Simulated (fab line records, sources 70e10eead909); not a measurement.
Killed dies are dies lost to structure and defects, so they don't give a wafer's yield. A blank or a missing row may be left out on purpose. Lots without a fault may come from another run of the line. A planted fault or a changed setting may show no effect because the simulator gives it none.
fab line records | flow nand_harc
record lots=14 wafers=42 last_day=24
route steps=1159 shown A_WL_FILL@813 END@1159
lots that met no fault: from a run of the same line without faults
start_h: hours from the record's first day to the start of the lot's first wafer shown | wait_h: hours since the lot's step before | " the same as in the row above | L1.1+2: a row that stands for several wafers | - no value, or no start given | * or withheld: withheld | < > ~ a bound
route shown NAME@n: a module of which the file shows steps, and the number in the route of the first | usual: mean/standard deviation of fault-free wafers | same: alike in all rows | chamber/n: place in a boat | sites: the reading at each site | _std_site: their standard deviation | _edge_site: outer sites' mean less inner sites' | radius_mm: how far each site lies from the wafer's centre | mask NAME#n: copy n | behind: the tool/chamber that last shaped the wafer | hold: why the lot was held/for how many hours/how that ended | device: the transistor (n, p or np) that didn't switch | end of line: the same wafers' tests at the end of the route | a step without rows: its recipe alone | killed: dies lost to structure and defects at the first sort, not the wafer's yield | map: a wafer's dies, x killed, . not, _ none there
set.NAME: the setting as run; set.NAME@STEP: as run at that earlier step | model.NAME: the simulator's own value behind a step, which no gauge read
steps of the route over a sample of lots; a table a step, a row a wafer
services: from which hour (start_h, from the record's first day; less than 0 if before it) a tool's chamber was out of use, for how many hours, and why
## steps
# step NHARC_A_WL_FILL_CVD_03
# recipe target_thk_a=400 temp_c=300 pressure_torr=40 wf6_flow_sccm=40 h2_flow_sccm=1600 ar_flow_sccm=1560 time_s=3302 material=W
# usual heater_power_w=468/49 throttle_valve_pct=7.9/0.33
# columns lot.wafer tool chamber start_h wait_h heater_power_w since_wet_clean_h throttle_valve_pct
L662.2 cvd_w-02 0 344.94 0.5 523 137 7.8
L662.5 " 1 346.33 1.9 486 - 7.8
L662.6 " 0 " " 517 - 7.8
L664.4 cvd_w-01 0 345.76 1.3 494 - 7.4
L664.3 " 1 " " 391 - 8.7
L664.6 " 1 " " 389 - 8.1
L663.2 cvd_w-01 0 347.62 2.8 487 42 7.3
L663.3 " 0 " " 484 - 7.6
L663.4 " 1 " " 393 - 8.5
L660.1 cvd_w-02 1 347.72 3.1 500 140 7.9
L660.4 " 0 " " 527 - 7.8
L660.3 " 1 " " 501 - 7.8
L661.1 cvd_w-02 1 354.11 0.5 504 147 7.7
L661.3 " 0 " " 520 - 7.7
L661.6 " 0 " " 533 - 7.9
L665.3 cvd_w-01 1 355.54 1.9 392 - 8.4
L665.4 " 1 " " 376 - 8.3
L665.5 " 1 " " 389 - 8.3
L676.1 cvd_w-02 1 432.05 3.0 491 43 7.9
L676.4 " 0 " " 492 - 7.8
L676.5 " 1 433.95 4.9 476 - 7.9
L675.1 cvd_w-01 1 432.67 2.9 392 127 8.4
L675.4 " 0 434.12 4.4 487 - 7.5
L675.5 " 1 " " 401 - 8.5
L674.1 cvd_w-02 1 434.43 4.7 469 46 7.7
L674.2 " 0 " " 496 46 7.8
L674.3 " 0 " " 512 - 7.8
L679.1 cvd_w-01 1 444.60 3.0 397 139 8.5
L679.3 " 0 " " 489 - 7.4
L679.6 " 1 446.50 4.9 394 - 8.5
L680.2 cvd_w-02 0 446.56 4.7 509 58 7.9
L680.1 " 1 " " 485 58 8.0
L680.4 " 0 " " 501 - 7.8
L681.1 cvd_w-02 0 455.16 4.5 494 66 7.8
L681.4 " 1 " " 474 - 8.0
L681.5 " 1 " " 468 - 8.2
L683.2 cvd_w-02 1 467.26 3.1 472 78 8.1
L683.3 " 1 " " 475 - 8.2
L683.6 " 0 " " 500 - 7.8
L682.2 cvd_w-01 0 467.44 3.2 495 161 7.6
L682.1 " 1 " " 401 162 8.4
L682.6 " 0 469.31 5.0 476 - 7.5
# step NHARC_A_WL_FILL_STRIP_27
# recipe power_w=1500 temp_c=250 time_s=20 chemistry=N2/H2
# usual drypump_motor_current_A=5.7/0.55 heater_power_w=350/24 rf_refl_power_W=22/4.4
# columns lot.wafer tool chamber start_h wait_h drypump_motor_current_A heater_power_w rf_hours_counter_h rf_refl_power_W
L662.2 plasma_asher-01 0 348.15 0.1 5.2 314 15 27
L662.6 " 1 " " 6.2 365 - 20
L662.5 " 0 " " 5.2 313 - 26
L664.4 plasma_asher-01 0 348.54 0.1 5.1 318 - 27
L664.3 " 1 " " 6.2 376 - 20
L664.6 " 1 " " 6.2 357 - 20
L660.1 plasma_asher-02 1 350.93 0.1 5.1 356 60 -
L660.3 " 1 " " 5.1 355 - -
L660.4 " 0 " " 6.4 346 - -
L663.2 plasma_asher-01 1 351.31 0.1 6.2 368 16 20
L663.3 " 0 " " 5.2 318 - 26
L663.4 " 1 " " 6.2 360 - 20
L661.1 plasma_asher-02 0 357.28 0.1 6.4 352 62 14
L661.3 " 1 " " 5.1 358 - 23
L661.6 " 0 " " 6.4 363 - 14
L665.4 plasma_asher-01 1 360.18 0.1 6.2 374 - -
L665.3 " 0 " " 5.2 321 - -
L665.5 " 0 " " 5.2 320 - -
L676.1 plasma_asher-01 0 435.29 0.1 5.2 322 47 27
L676.4 " 0 " " 5.2 315 - 28
L676.5 " 0 " " 5.1 321 - 27
L675.1 plasma_asher-02 1 436.44 0.1 5.1 371 22 22
L675.4 " 0 " " 6.4 363 - 13
L675.5 " 0 " " 6.4 366 - 14
L674.1 plasma_asher-01 0 438.38 0.2 5.2 319 49 27
L674.2 " 1 " " 6.2 361 49 20
L674.3 " 1 " " 6.2 363 - 20
L679.1 plasma_asher-01 1 447.83 0.1 6.2 369 52 20
L679.3 " 1 " " 6.2 377 - 20
L679.6 " 1 " " 6.2 378 - 20
L680.1 plasma_asher-01 0 450.27 0.1 5.2 323 52 27
L680.2 " 1 " " 6.2 364 52 20
L680.4 " 1 " " 6.2 364 - 19
L681.1 plasma_asher-01 1 463.00 4.7 6.2 366 1 20
L681.4 " 1 " " 6.2 371 - 20
L681.5 " 0 " " 5.2 322 - 26
L683.2 plasma_asher-01 0 470.85 0.5 5.2 315 7 27
L683.3 " 0 " " 5.2 333 - 27
L683.6 " 0 " " 5.2 323 - 27
L682.2 plasma_asher-01 0 471.27 0.3 5.2 315 7 -
L682.1 " 1 " " 6.2 369 7 -
L682.6 " 1 " " 6.2 377 - -
# step NHARC_A_WL_FILL_ETCHBACK_17
# recipe target_depth_a=40 time_s=26.7 chemistry=Cl2/BCl3
# usual drypump_motor_current_A=5.74/0.28 oes_product_au=1.001/0.013
# columns lot.wafer tool chamber start_h wait_h drypump_motor_current_A oes_product_au rf_hours_counter_h
L662.2 rie_metal-03 1 358.47 - 5.59 0.999 2.1
L662.5 " 1 " " 5.60 1.007 -
L662.6 " 0 " " 5.37 1.009 -
L664.3 rie_metal-01 1 358.56 - 6.15 1.003 -
L664.4 " 0 " " 5.71 0.978 -
L664.6 " 0 " " 5.70 0.983 -
L663.2 rie_metal-01 1 358.65 - 6.20 1.000 0.9
L663.4 " 1 " " 6.15 1.016 -
L663.3 " 0 " " 5.69 0.985 -
L660.1 rie_metal-02 0 361.57 - 5.58 1.017 4.1
L660.4 " 0 " " 5.56 1.009 -
L660.3 " 1 " " 5.91 1.009 -
L661.1 rie_metal-02 0 367.64 - 5.55 1.001 4.2
L661.3 " 1 " " 5.92 0.997 -
L661.6 " 1 " " 5.96 1.006 -
L665.4 rie_metal-01 0 368.49 - 5.70 0.984 -
L665.3 " 1 " " 6.18 1.017 -
L665.5 " 1 " " 6.14 1.022 -
L676.1 rie_metal-01 0 442.49 - 5.70 0.985 2.9
L676.4 " 1 " " 6.08 1.015 -
L676.5 " 0 " " 5.70 0.994 -
L674.2 rie_metal-03 0 446.78 - 5.39 0.988 6.1
L674.1 " 1 " " 5.61 0.996 3.6
L674.3 " 1 " " 5.60 0.994 -
L675.1 rie_metal-03 0 449.94 - 5.37 0.985 6.1
L675.4 " 1 " " 5.61 0.998 -
L675.5 " 1 " " 5.60 1.005 -
L679.1 rie_metal-01 0 457.60 - 5.68 0.985 3.5
L679.3 " 0 " " 5.70 0.990 -
L679.6 " 0 " " 5.71 0.985 -
L680.1 rie_metal-01 1 460.38 - 6.13 1.020 3.8
L680.2 " 0 " " 5.68 0.985 3.8
L680.4 " 1 " " 6.14 1.023 -
L681.1 rie_metal-03 0 473.30 - 5.35 0.997 0.2
L681.4 " 0 " " 5.35 0.998 -
L681.5 " 1 " " 5.61 1.014 -
L682.2 rie_metal-03 0 480.92 - 5.36 0.996 0.3
L682.1 " 1 " " 5.62 0.984 0.3
L682.6 " 1 " " 5.58 0.997 -
L683.2 rie_metal-01 1 480.95 - 6.18 1.020 -
L683.3 " 1 " " 6.16 1.022 -
L683.6 " 1 " " 6.19 1.007 -
# step NHARC_A_WL_FILL_CVD_23
# recipe target_thk_a=400 temp_c=620 pressure_mtorr=200 time_s=800 material=poly-Si
# columns lot.wafer tool chamber start_h wait_h
L663.2+3+4 lpcvd_poly-02 0 361.28 2.4
L664.3+4+6 lpcvd_poly-02 0 361.28 2.5
L660.1+3+4 lpcvd_poly-01 0 364.22 2.4
L661.1+3+6 lpcvd_poly-01 0 370.26 2.4
L662.2+5+6 lpcvd_poly-02 0 391.28 32.6
L665.3+4+5 lpcvd_poly-01 0 400.26 31.6
L676.1+4+5 lpcvd_poly-02 0 445.29 2.6
L674.1+2+3 lpcvd_poly-02 0 449.60 2.6
L675.1+4+5 lpcvd_poly-04 0 452.38 2.3
L679.1+3+6 lpcvd_poly-01 0 459.37 1.6
L680.1+2+4 lpcvd_poly-01 0 463.02 2.4
L681.1+4+5 lpcvd_poly-04 0 475.76 2.3
L682.1+2+6 lpcvd_poly-01 0 483.64 2.5
L683.2+3+6 lpcvd_poly-01 0 483.64 2.4
# step NHARC_END_SORT_01
# recipe temp_c=25
# usual killed_at_array=29/11 killed_at_other=0.6/1 killed_at_periphery=3.1/2.1 killed_dies=33/11 killed_open=3.1/1.9 killed_short=1.9/1.5
# same gross_dies=677
# columns lot.wafer tool chamber start_h wait_h killed_at_array killed_at_other killed_at_periphery killed_dies killed_open killed_short
L664.3 prober-02 0 451.21 3.1 31 1 2 34 4 2
L664.4 prober-02 0 452.01 3.4 27 1 1 29 3 1
L664.6 prober-02 0 453.61 4.0 37 0 1 38 4 6
L663.2 prober-01 0 455.72 2.8 12 1 1 14 2 0
L663.3 prober-01 0 456.51 3.1 15 0 0 15 0 2
L663.4 prober-01 0 457.31 3.4 23 1 0 24 5 1
L660.1 prober-02 0 457.44 2.5 33 0 4 37 3 3
L660.3 prober-02 0 459.07 3.1 34 0 4 38 4 1
L660.4 prober-02 0 459.88 3.5 39 0 2 41 2 3
L662.2 prober-01 0 477.92 2.8 28 2 3 33 3 1
L662.5 prober-01 0 480.30 3.7 28 1 4 33 4 2
L662.6 prober-01 0 481.09 4.0 26 0 2 28 1 3
L661.1 prober-02 0 479.22 2.5 30 5 4 39 8 2
L661.3 prober-02 0 480.80 3.1 26 1 3 30 1 2
L661.6 prober-02 0 483.16 3.9 17 2 3 22 0 4
L665.3 prober-02 0 503.02 3.1 22 0 4 26 3 1
L665.4 prober-02 0 503.82 3.4 19 0 3 22 3 1
L665.5 prober-02 0 504.61 3.7 25 0 6 31 3 2
L674.1 prober-01 0 538.40 2.5 48 1 0 49 2 0
L674.2 prober-01 0 539.20 2.8 36 0 3 39 1 1
L674.3 prober-01 0 540.00 3.1 45 0 0 45 3 1
L676.1 prober-02 0 539.21 2.5 41 0 6 47 5 5
L676.4 prober-02 0 541.63 3.4 37 1 2 40 1 1
L676.5 prober-02 0 542.43 3.7 44 0 8 52 1 5
L675.1 prober-01 0 546.17 2.5 28 0 1 29 1 2
L675.4 prober-01 0 548.55 3.4 34 0 0 34 0 3
L675.5 prober-01 0 549.34 3.7 32 1 4 37 2 7
L679.1 prober-02 0 549.02 2.5 33 0 5 38 8 2
L679.3 prober-02 0 550.61 3.1 27 0 1 28 3 0
L679.6 prober-02 0 552.99 4.0 16 0 4 20 2 1
L680.1 prober-02 0 556.77 2.5 34 0 2 36 1 1
L680.2 prober-02 0 557.58 2.8 34 0 1 35 3 1
L680.4 prober-02 0 559.21 3.4 39 0 1 40 2 2
L681.1 prober-01 0 572.93 2.5 35 0 5 40 3 1
L681.4 prober-01 0 575.34 3.4 41 1 1 43 3 0
L681.5 prober-01 0 576.14 3.7 34 0 5 39 2 4
L682.1 prober-02 0 572.95 2.5 50 0 5 55 5 2
L682.2 prober-02 0 573.75 2.8 36 2 2 40 5 3
L682.6 prober-02 0 576.95 4.0 33 1 0 34 3 1
L683.2 prober-01 0 581.59 2.8 14 0 7 21 3 1
L683.3 prober-01 0 582.38 3.1 19 0 6 25 2 0
L683.6 prober-01 0 584.77 4.0 20 1 6 27 5 2
# killed by level:class
L664.3 A_CHANNEL_HOLE_D1:chamber_film_flake=18 A_CONTACT:chamber_film_flake=5 A_CHANNEL_FILL_D1:chamber_film_flake=3 P_STI:geometric_particle:short=1 P_M0:geometric_particle:open=1 A_ONON_D1:geometric_particle:short=1 A_ONON_D1:geometric_particle:open=1 A_BLC:geometric_particle:open=1
L664.4 A_CHANNEL_HOLE_D1:chamber_film_flake=7 A_CONTACT:chamber_film_flake=7 A_CHANNEL_FILL_D1:chamber_film_flake=6 A_CONTACT:geometric_particle:open=2 P_M0:geometric_particle:open=1 A_SGD_CUT:geometric_particle:short=1 A_STAIRCASE:chamber_film_flake=1 A_SGD_CUT:chamber_film_flake=1
L664.6 A_CHANNEL_HOLE_D1:chamber_film_flake=16 A_CHANNEL_FILL_D1:chamber_film_flake=6 A_CONTACT:chamber_film_flake=3 A_ONON_D1:geometric_particle:short=2 P_CONTACT:geometric_particle:open=1 A_SOURCE_PLATE:geometric_particle:short=1 A_ONON_D1:geometric_particle:open=1 A_CHANNEL_FILL_D1:geometric_particle:open=1
L663.2 A_CHANNEL_HOLE_D1:chamber_film_flake=7 A_CHANNEL_FILL_D1:geometric_particle:open=1 A_M0:geometric_particle:open=1 P_CONTACT:chamber_film_flake=1 A_ZERO_WELL:chamber_film_flake=1 A_SLIT:chamber_film_flake=1 A_CONTACT:chamber_film_flake=1 THIN_TSV:chamber_film_flake=1
L663.3 A_CHANNEL_HOLE_D1:chamber_film_flake=9 A_CONTACT:chamber_film_flake=4 A_CONTACT:geometric_particle:short=1 A_M1:geometric_particle:short=1
L663.4 A_CHANNEL_HOLE_D1:chamber_film_flake=9 A_CONTACT:chamber_film_flake=5 A_ONON_D1:geometric_particle:open=3 A_ZERO_WELL:chamber_film_flake=3 A_SOURCE_PLATE:geometric_particle:open=1 A_SLIT:geometric_particle:short=1 A_BLC:geometric_particle:open=1 THIN_TSV:chamber_film_flake=1
L660.1 A_SLIT:chamber_film_flake=12 A_CHANNEL_HOLE_D1:chamber_film_flake=10 A_CONTACT:chamber_film_flake=4 A_CONTACT:geometric_particle:open=2 P_ZERO_WELL:chamber_film_flake=2 P_CONTACT:geometric_particle:short=1 A_ONON_D1:geometric_particle:open=1 A_ONON_D1:geometric_particle:short=1
L660.3 A_CHANNEL_HOLE_D1:chamber_film_flake=14 A_SLIT:chamber_film_flake=7 A_CONTACT:chamber_film_flake=7 A_WL_FILL:chamber_film_flake=2 P_M1:geometric_particle:open=1 P_M2:geometric_particle:short=1 A_CHANNEL_FILL_D1:geometric_particle:open=1 A_CONTACT:geometric_particle:open=1
L660.4 A_CHANNEL_HOLE_D1:chamber_film_flake=19 A_SLIT:chamber_film_flake=8 A_CONTACT:chamber_film_flake=4 A_STAIRCASE:chamber_film_flake=2 A_ONON_D1:geometric_particle:short=1 A_WL_FILL:geometric_particle:short=1 A_WL_FILL:geometric_particle:open=1 A_CONTACT:geometric_particle:short=1
L662.2 A_CHANNEL_HOLE_D1:chamber_film_flake=11 A_SLIT:chamber_film_flake=5 A_CONTACT:chamber_film_flake=5 P_BONDPAD:chamber_film_flake=2 A_CHANNEL_FILL_D1:chamber_film_flake=2 THIN_TSV:chamber_film_flake=2 A_CHANNEL_FILL_D1:geometric_particle:open=1 A_WL_FILL:geometric_particle:short=1
L661.1 A_SLIT:chamber_film_flake=15 A_CONTACT:chamber_film_flake=5 THIN_TSV:chamber_film_flake=5 A_CHANNEL_HOLE_D1:chamber_film_flake=3 A_ONON_D1:geometric_particle:open=2 A_WL_FILL:geometric_particle:open=2 P_CONTACT:geometric_particle:open=1 P_M0:geometric_particle:open=1
L662.5 A_CHANNEL_HOLE_D1:chamber_film_flake=9 A_SLIT:chamber_film_flake=8 A_CONTACT:chamber_film_flake=3 P_STI:chamber_film_flake=2 P_GATE:geometric_particle:open=1 A_ONON_D1:geometric_particle:short=1 A_SGD_CUT:geometric_particle:open=1 A_CONTACT:geometric_particle:open=1
L661.3 A_SLIT:chamber_film_flake=10 A_CHANNEL_HOLE_D1:chamber_film_flake=8 P_BONDPAD:chamber_film_flake=3 A_WL_FILL:chamber_film_flake=2 A_CONTACT:chamber_film_flake=2 A_CHANNEL_HOLE_D1:geometric_particle:open=1 A_SGD_CUT:geometric_particle:short=1 A_WL_FILL:geometric_particle:short=1
L662.6 A_CHANNEL_HOLE_D1:chamber_film_flake=9 A_SLIT:chamber_film_flake=7 A_CONTACT:chamber_film_flake=4 P_M0:geometric_particle:open=1 A_CHANNEL_FILL_D1:geometric_particle:short=1 A_WL_FILL:geometric_particle:short=1 A_M0:geometric_particle:short=1 P_ZERO_WELL:chamber_film_flake=1
L661.6 A_SLIT:chamber_film_flake=11 A_WL_FILL:geometric_particle:short=3 THIN_TSV:chamber_film_flake=2 P_M1:geometric_particle:short=1 P_GATE:chamber_film_flake=1 P_BONDPAD:chamber_film_flake=1 A_ZERO_WELL:chamber_film_flake=1 A_STAIRCASE:chamber_film_flake=1
L665.3 A_SLIT:chamber_film_flake=11 P_ZERO_WELL:chamber_film_flake=2 A_CONTACT:chamber_film_flake=2 A_CHANNEL_HOLE_D1:chamber_film_flake=2 A_CHANNEL_FILL_D1:chamber_film_flake=2 A_SOURCE_PLATE:geometric_particle:open=1 A_CONTACT:geometric_particle:short=1 A_CONTACT:geometric_particle:open=1
L665.4 A_SLIT:chamber_film_flake=10 A_CONTACT:chamber_film_flake=4 P_CONTACT:chamber_film_flake=2 A_ONON_D1:geometric_particle:short=1 A_BLC:geometric_particle:open=1 A_M0:geometric_particle:open=1 A_BONDPAD:geometric_particle:open=1 P_STI:chamber_film_flake=1
L665.5 A_SLIT:chamber_film_flake=14 P_STI:chamber_film_flake=3 A_CHANNEL_HOLE_D1:chamber_film_flake=3 A_CONTACT:geometric_particle:open=2 P_ZERO_WELL:chamber_film_flake=2 A_CONTACT:chamber_film_flake=2 P_M0:geometric_particle:open=1 A_ONON_D1:geometric_particle:short=1
L674.1 A_SLIT:chamber_film_flake=23 A_CHANNEL_HOLE_D1:chamber_film_flake=14 A_BLC:chamber_film_flake=4 A_STAIRCASE:chamber_film_flake=3 A_CONTACT:chamber_film_flake=2 A_CONTACT:geometric_particle:open=1 STARTING-WAFER:geometric_particle:open=1 A_WL_FILL:chamber_film_flake=1
L674.2 A_CHANNEL_HOLE_D1:chamber_film_flake=18 A_SLIT:chamber_film_flake=12 A_CONTACT:chamber_film_flake=4 A_BLC:chamber_film_flake=2 P_CONTACT:geometric_particle:short=1 P_M1:geometric_particle:open=1 P_ZERO_WELL:chamber_film_flake=1
L676.1 A_SLIT:chamber_film_flake=17 A_CHANNEL_HOLE_D1:chamber_film_flake=8 A_STAIRCASE:chamber_film_flake=3 A_BLC:chamber_film_flake=3 P_M0:geometric_particle:open=2 A_SGD_CUT:geometric_particle:short=2 A_BLC:geometric_particle:open=2 P_M2:chamber_film_flake=2
L674.3 A_CHANNEL_HOLE_D1:chamber_film_flake=18 A_CONTACT:chamber_film_flake=9 A_SLIT:chamber_film_flake=7 A_STAIRCASE:chamber_film_flake=4 A_CHANNEL_FILL_D1:geometric_particle:open=2 A_BLC:chamber_film_flake=2 A_CHANNEL_HOLE_D1:geometric_particle:short=1 A_CONTACT:geometric_particle:open=1
L676.4 A_SLIT:chamber_film_flake=17 A_STAIRCASE:chamber_film_flake=10 A_CONTACT:chamber_film_flake=4 A_BLC:chamber_film_flake=4 P_STI:geometric_particle:short=1 A_CONTACT:geometric_particle:open=1 P_ZERO_WELL:chamber_film_flake=1 A_CHANNEL_HOLE_D1:chamber_film_flake=1
L676.5 A_SLIT:chamber_film_flake=21 A_CHANNEL_HOLE_D1:chamber_film_flake=6 P_M2:chamber_film_flake=5 A_STAIRCASE:chamber_film_flake=4 A_CONTACT:chamber_film_flake=4 A_BLC:chamber_film_flake=4 P_CONTACT:geometric_particle:short=2 A_CHANNEL_FILL_D1:geometric_particle:short=1
L675.1 A_CHANNEL_HOLE_D1:chamber_film_flake=21 A_STAIRCASE:chamber_film_flake=2 A_CONTACT:chamber_film_flake=2 A_SOURCE_PLATE:geometric_particle:short=1 A_WL_FILL:geometric_particle:short=1 A_M0:geometric_particle:open=1 P_STI:chamber_film_flake=1
L675.4 A_CHANNEL_HOLE_D1:chamber_film_flake=19 A_CONTACT:chamber_film_flake=9 A_STAIRCASE:chamber_film_flake=2 A_CHANNEL_FILL_D1:geometric_particle:short=1 A_SGD_CUT:geometric_particle:short=1 A_WL_FILL:geometric_particle:short=1 A_BLC:chamber_film_flake=1
L679.1 A_CHANNEL_HOLE_D1:chamber_film_flake=12 A_CONTACT:chamber_film_flake=7 A_CHANNEL_FILL_D1:geometric_particle:open=4 P_GATE:chamber_film_flake=3 A_M0:chamber_film_flake=3 P_M1:geometric_particle:open=2 A_STAIRCASE:chamber_film_flake=2 A_ONON_D1:geometric_particle:open=1
L675.5 A_CHANNEL_HOLE_D1:chamber_film_flake=21 A_STAIRCASE:chamber_film_flake=3 A_M0:geometric_particle:short=2 P_STI:geometric_particle:short=1 A_SOURCE_PLATE:geometric_particle:short=1 A_ONON_D1:geometric_particle:short=1 A_CHANNEL_HOLE_D1:geometric_particle:short=1 A_CONTACT:geometric_particle:short=1
L679.3 A_CHANNEL_HOLE_D1:chamber_film_flake=14 A_CONTACT:chamber_film_flake=7 A_STAIRCASE:chamber_film_flake=2 A_M0:chamber_film_flake=2 P_M2:geometric_particle:open=1 A_WL_FILL:geometric_particle:open=1 A_M0:geometric_particle:open=1
L679.6 A_CHANNEL_HOLE_D1:chamber_film_flake=7 A_STAIRCASE:chamber_film_flake=4 A_CONTACT:chamber_film_flake=3 P_GATE:chamber_film_flake=2 P_CONTACT:geometric_particle:open=1 A_CHANNEL_FILL_D1:geometric_particle:short=1 A_CHANNEL_FILL_D1:geometric_particle:open=1 P_STI:chamber_film_flake=1
L680.1 A_CHANNEL_HOLE_D1:chamber_film_flake=12 A_SLIT:chamber_film_flake=9 A_CONTACT:chamber_film_flake=8 A_STAIRCASE:chamber_film_flake=2 P_M1:geometric_particle:short=1 A_CONTACT:geometric_particle:open=1 P_GATE:chamber_film_flake=1 A_WL_FILL:chamber_film_flake=1
L680.2 A_CHANNEL_HOLE_D1:chamber_film_flake=14 A_SLIT:chamber_film_flake=14 A_CONTACT:geometric_particle:open=3 A_CONTACT:chamber_film_flake=2 A_CONTACT:geometric_particle:short=1 P_GATE:chamber_film_flake=1
L680.4 A_SLIT:chamber_film_flake=22 A_CHANNEL_HOLE_D1:chamber_film_flake=7 A_CONTACT:chamber_film_flake=4 A_WL_FILL:chamber_film_flake=3 P_M0:geometric_particle:open=1 A_ONON_D1:geometric_particle:open=1 A_CHANNEL_HOLE_D1:geometric_particle:short=1 A_BLC:geometric_particle:short=1
L681.1 A_CHANNEL_HOLE_D1:chamber_film_flake=22 A_CONTACT:chamber_film_flake=5 P_M1:chamber_film_flake=4 A_STAIRCASE:chamber_film_flake=2 A_SGD_CUT:chamber_film_flake=2 P_CONTACT:geometric_particle:open=1 A_CHANNEL_FILL_D1:geometric_particle:short=1 A_CHANNEL_FILL_D1:geometric_particle:open=1
L682.1 A_SLIT:chamber_film_flake=22 A_STAIRCASE:chamber_film_flake=9 A_CONTACT:chamber_film_flake=9 A_CHANNEL_HOLE_D1:chamber_film_flake=7 P_M0:geometric_particle:open=2 P_CONTACT:geometric_particle:open=1 P_M1:geometric_particle:open=1 A_ONON_D1:geometric_particle:short=1
L682.2 A_SLIT:chamber_film_flake=16 A_CHANNEL_HOLE_D1:chamber_film_flake=7 A_CONTACT:chamber_film_flake=5 A_M0:geometric_particle:open=2 P_M0:geometric_particle:open=1 A_ONON_D1:geometric_particle:short=1 A_ONON_D1:geometric_particle:open=1 A_CHANNEL_FILL_D1:geometric_particle:short=1
L681.4 A_CHANNEL_HOLE_D1:chamber_film_flake=25 A_CONTACT:chamber_film_flake=7 A_SGD_CUT:chamber_film_flake=4 A_CONTACT:geometric_particle:open=2 A_STAIRCASE:geometric_particle:open=1 P_M1:chamber_film_flake=1 A_ZERO_WELL:chamber_film_flake=1 A_STAIRCASE:chamber_film_flake=1
L681.5 A_CHANNEL_HOLE_D1:chamber_film_flake=17 A_CONTACT:chamber_film_flake=9 A_SGD_CUT:chamber_film_flake=3 P_GATE:geometric_particle:short=1 P_CONTACT:geometric_particle:short=1 P_CONTACT:geometric_particle:open=1 A_ONON_D1:geometric_particle:short=1 A_CHANNEL_FILL_D1:geometric_particle:open=1
L682.6 A_SLIT:chamber_film_flake=14 A_CHANNEL_HOLE_D1:chamber_film_flake=7 A_STAIRCASE:chamber_film_flake=4 A_CONTACT:chamber_film_flake=4 A_ONON_D1:geometric_particle:open=1 A_SGD_CUT:geometric_particle:short=1 A_M0:geometric_particle:open=1 STARTING-WAFER:geometric_particle:open=1
L683.2 A_CHANNEL_HOLE_D1:chamber_film_flake=7 A_CONTACT:chamber_film_flake=4 P_ZERO_WELL:chamber_film_flake=3 P_STI:chamber_film_flake=2 P_M0:geometric_particle:short=1 A_CHANNEL_FILL_D1:geometric_particle:open=1 A_WL_FILL:geometric_particle:open=1 A_CONTACT:geometric_particle:open=1
L683.3 A_CHANNEL_HOLE_D1:chamber_film_flake=10 A_CONTACT:chamber_film_flake=4 P_STI:chamber_film_flake=3 A_STAIRCASE:chamber_film_flake=3 P_ZERO_WELL:chamber_film_flake=2 A_SGD_CUT:geometric_particle:open=1 A_M0:geometric_particle:open=1 P_GATE:chamber_film_flake=1
L683.6 A_CHANNEL_HOLE_D1:chamber_film_flake=7 A_CONTACT:chamber_film_flake=7 P_STI:chamber_film_flake=2 A_STAIRCASE:chamber_film_flake=2 P_GATE:geometric_particle:open=1 P_CONTACT:geometric_particle:open=1 P_M0:geometric_particle:open=1 A_ONON_D1:geometric_particle:short=1
## services
# columns tool chamber start_h hours kind
rie_metal-01 - 332.00 9.0 pm
rie_metal-01 0 332.00 9.0 vent_cycle
rie_metal-01 1 332.00 9.0 vent_cycle
rie_metal-01 0 341.00 - clean
rie_metal-01 - 344.49 0.6 repair
cvd_w-01 0 351.78 3.7 repair
plasma_asher-02 - 360.18 9.0 pm
cvd_w-02 - 376.28 13.0 pm
cvd_w-02 0 376.28 13.0 vent_cycle
cvd_w-02 1 376.28 13.0 vent_cycle
rie_metal-02 - 388.00 9.0 pm
cvd_w-02 0 389.28 - clean
cvd_w-02 1 389.28 - clean
cvd_w-01 - 406.10 2.1 repair
rie_metal-03 1 415.86 29.1 repair
lpcvd_poly-01 - 429.74 2.5 repair
plasma_asher-01 - 453.00 9.0 pm
plasma_asher-01 0 453.00 9.0 vent_cycle
plasma_asher-01 1 453.00 9.0 vent_cycle
rie_metal-03 - 453.00 9.0 pm
plasma_asher-01 0 462.00 - clean
plasma_asher-01 1 462.00 - clean
rie_metal-01 0 471.48 62.6 repair
cvd_w-01 - 474.81 13.0 pm
## key
first_sign step=NHARC_A_WL_FILL_CVD_23 reading=wait_h direction=changed
effect none on later readings
met_at NHARC_A_WL_FILL_CVD_23
struck_lots L662,L665
struck_wafers L662.2,L662.5,L662.6,L665.3,L665.4,L665.5
tester_left_out L662,L665
not_acting_at NHARC_A_WL_FILL_CVD_03,NHARC_A_WL_FILL_STRIP_27,NHARC_A_WL_FILL_ETCHBACK_17
fault kind=queue_time_violation tool=lpcvd_poly-01,lpcvd_poly-02,lpcvd_poly-04 chamber=0 onset_h=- steps=NHARC_A_WL_FILL_CVD_23 delay_hr=30 scope=struck_lots_only
# tester_left_out: of these lots the tester's yield and bins aren't shown, on N5 and GAA mostly nor the transistor test; their killed dies are dies lost to structure and defects alone, not to doping, threshold or leakage, so they don't give the yield
